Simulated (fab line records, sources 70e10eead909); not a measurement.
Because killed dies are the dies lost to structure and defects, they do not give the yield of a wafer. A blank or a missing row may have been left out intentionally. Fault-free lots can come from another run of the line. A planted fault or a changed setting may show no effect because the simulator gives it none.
Chamber matching + flow nand harc + cmp-01 running NHARC_A_CHANNEL_FILL_D2_CMP_10: 4 sister chambers
The step polishes, target thk 150 nm. 8 wafers are shown with their chamber, then 10 later ones without.

== WAFERS, EACH WITH ITS CHAMBER ==
| wafer  | chamber | motor current A (A) | time to endpoint s (s) |
|--------|---------|---------------------|------------------------|
| L084.2 | 0       | 11.9                | 14.6                   |
| L086.1 | 0       | 11.8                | 13.8                   |
| L086.5 | 2       | 11.2                | 11.8                   |
| L086.2 | 3       | 14.7                | 12.7                   |
| L086.3 | 2       | 11.4                | 12.0                   |
| L086.6 | 1       | 12.2                | 13.0                   |
| L089.1 | 1       | 12.5                | 17.1                   |
| L089.3 | 3       | 14.8                | 17.5                   |

== WAFERS WITHOUT THEIR CHAMBER ==
| wafer  | motor current A (A) | time to endpoint s (s) |
|--------|---------------------|------------------------|
| L089.5 | 12.5                | 14.3                   |
| L088.2 | 11.4                | 16.6                   |
| L088.3 | 12.8                | 14.5                   |
| L088.5 | 15.2                | 13.7                   |
| L093.2 | 11.5                | 16.1                   |
| L093.3 | 12.3                | 13.6                   |
| L093.6 | 12.6                | 18.0                   |
| L093.1 | 11.0                | 17.2                   |
| L093.4 | 15.1                | 15.9                   |
| L093.5 | 13.2                | 16.2                   |

== EACH ONE'S CHAMBER ==
| wafer  | from the rows above     | in truth                   |
|--------|-------------------------|----------------------------|
| L089.5 | 1                       | 1                          |
| L088.2 | can't be placed: 2 or 0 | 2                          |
| L088.3 | 1                       | 1                          |
| L088.5 | 3                       | 3                          |
| L093.2 | can't be placed: 2 or 0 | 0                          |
| L093.3 | 1                       | 1                          |
| L093.6 | 1                       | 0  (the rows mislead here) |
| L093.1 | 2                       | 2                          |
| L093.4 | 3                       | 3                          |
| L093.5 | 1                       | 1                          |
Correct placement for 7 of the 10. Can't be placed from these rows: 2 (the true chamber is among the candidates in 2). Wrongly placed: 1.
How it was worked out, from the rows above alone: a wafer's distance from a chamber is the root of the sum, over the readings, of the square of ((its reading less the chamber's mean) divided by the reading's scatter). The wafer belongs to the nearest chamber; if the next one is less than 2 further off, it can't be placed. The mean given for a chamber averages the wafers shown for that chamber. The scatter is the square root of a quotient: the sum, over the shown wafers, of each reading's squared deviation from its chamber's mean, divided by wafers minus chambers.
